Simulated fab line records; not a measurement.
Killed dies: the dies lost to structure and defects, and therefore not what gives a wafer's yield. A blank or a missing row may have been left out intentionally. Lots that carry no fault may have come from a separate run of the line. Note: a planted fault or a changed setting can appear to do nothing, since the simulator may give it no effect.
A struck lot beside a sound one :: flow nand_harc :: 17 out of 1302 route steps
Sound: these wafers, L212.1, L212.2, L212.6. Struck: wafer L223.1 (left out: L223.4, L223.5 of the same lot, which were not struck); the cause appears at the end.
Each step with rows lists, per side, the tool, then ch with its chambers, then its first start. Under that, the readings that differ: sound wafers :: struck wafers :: difference of the means :: sigmas: that difference in standard deviations of wafers without a fault.
alike: words and numbers the same on both sides, and readings whose means are apart by under 2 such deviations; not compared: readings that were withheld, readings missing a value for some wafer, numbers with overlapping values and no deviation given by the record, and bounds like >300 which may hide the same value.
A row with sigmas, a row that says differs or no value, or rows on one side alone: a step with any of these is where the two part. Non-overlapping numbers with no deviation appear without sigmas and do not part them. Lack of a reading on every wafer of one side parts them only where that side has two or more wafers.

first, 5 steps without rows for these wafers: NHARC_P_STI_SOFTBAKE_04 (time 70 s); NHARC_P_STI_EBR_05; NHARC_P_STI_EXPOSE_06 (exposes mask P STI, target cd 200 nm); NHARC_P_STI_PEB_07 (peb time 80 s); NHARC_P_STI_DEVELOP_08 (time 50 s).
NHARC_P_STI_CD_MEAS_09: the cd target is 200 nm.
  sound on cd_sem-03 ch 0, day 2 23:25; struck on cd_sem-02 ch 0, day 7 09:04
  alike: cd_nm
NHARC_P_STI_OVL_MEAS_10:
  sound on overlay-01 at day 2 23:30; struck on overlay-02 at day 7 09:09
  alike: overlay_x_nm, overlay_y_nm
NHARC_P_STI_INSPECT_11:
  sound on defect_inspect-02 at day 2 23:32; struck on defect_inspect-02 at day 7 09:11
  alike: raw_defect_count
then, 1 step without rows for these wafers: NHARC_P_STI_HARDBAKE_13 (time 65 s).
NHARC_P_STI_DESCUM_14: chemistry O2, time 3 s.
  sound on rie_diel-10 ch 0,2,3, day 2 23:41; struck on rie_diel-04 ch 2, day 7 09:20
  alike: drypump_motor_current_A, oes_product_au, rf_vpp_V, showerhead_plenum_p_Torr, throttle_valve_pct
  not compared: rf_hours_counter_h
NHARC_P_STI_ETCH_42: etches the open film in N2/H2, target depth 80 nm, overetch 24 nm, time 61 s.
  sound on rie_diel-10 ch 1,3, day 2 23:45; struck on rie_diel-04 ch 2, day 7 09:25
  alike: bias_w, drypump_motor_current_A, oes_product_au, rf_vpp_V, showerhead_plenum_p_Torr, throttle_valve_pct
  not compared: rf_hours_counter_h
NHARC_P_STI_ETCH_31: etches the open film in CF4/CHF3, target depth 108.9 nm, time 54.5 s.
  sound: rie_diel-10 ch 0,2; struck: rie_diel-04 ch 2
reading: drypump_motor_current_A (A)
sound: 5.5 5.6 5.5
struck: 6.5
difference: +1.0
sigmas: +3
  alike: bias_w, oes_product_au, rf_vpp_V, showerhead_plenum_p_Torr, throttle_valve_pct
  not compared: rf_hours_counter_h
NHARC_P_STI_ETCH_15: etches the open film in HBr/Cl2, target depth 300 nm, time 100.1 s.
  sound on rie_si-01 ch 0,3, day 2 23:56; struck on rie_si-01 ch 0, day 7 09:37
reading: bias_w (W)
sound: 99.8 100.7 100.4
struck: 99.0
difference: -1.3
sigmas: -4

reading: oes_product_au (a.u.)
sound: 0.992 0.976 0.982
struck: 0.916
difference: -0.067
sigmas: -5

reading: model.P_STI.feature_depth_nm (nm)
sound: 299.8 289.3 292.9
struck: 257
difference: -37
sigmas: 
  alike: drypump_motor_current_A, throttle_valve_pct
  not compared: rf_hours_counter_h
NHARC_P_STI_CD_MEAS_16:
  sound on cd_sem-03 at day 3 00:06; struck on cd_sem-03 at day 7 09:46
  alike: cd_nm
NHARC_P_STI_OCD_MEAS_17:
  sound on ocd-02 at day 3 00:11; struck on ocd-02 at day 7 09:51
reading: trench_depth_nm (nm)
sound: 299 289 292
struck: 257
difference: -36
sigmas: -6

reading: trench_foot_cd_nm (nm)
sound: 157 158 160
struck: 166
difference: +8
sigmas: +2
then, 2 steps without rows for these wafers: NHARC_P_STI_STRIP_19 (strips in SPM, time 900 s); NHARC_END_SORT_01.

WHERE THEY PART
Last at NHARC_P_STI_OCD_MEAS_17 as far as this record goes, first at NHARC_P_STI_ETCH_31.

WHY: the cause the simulator had injected
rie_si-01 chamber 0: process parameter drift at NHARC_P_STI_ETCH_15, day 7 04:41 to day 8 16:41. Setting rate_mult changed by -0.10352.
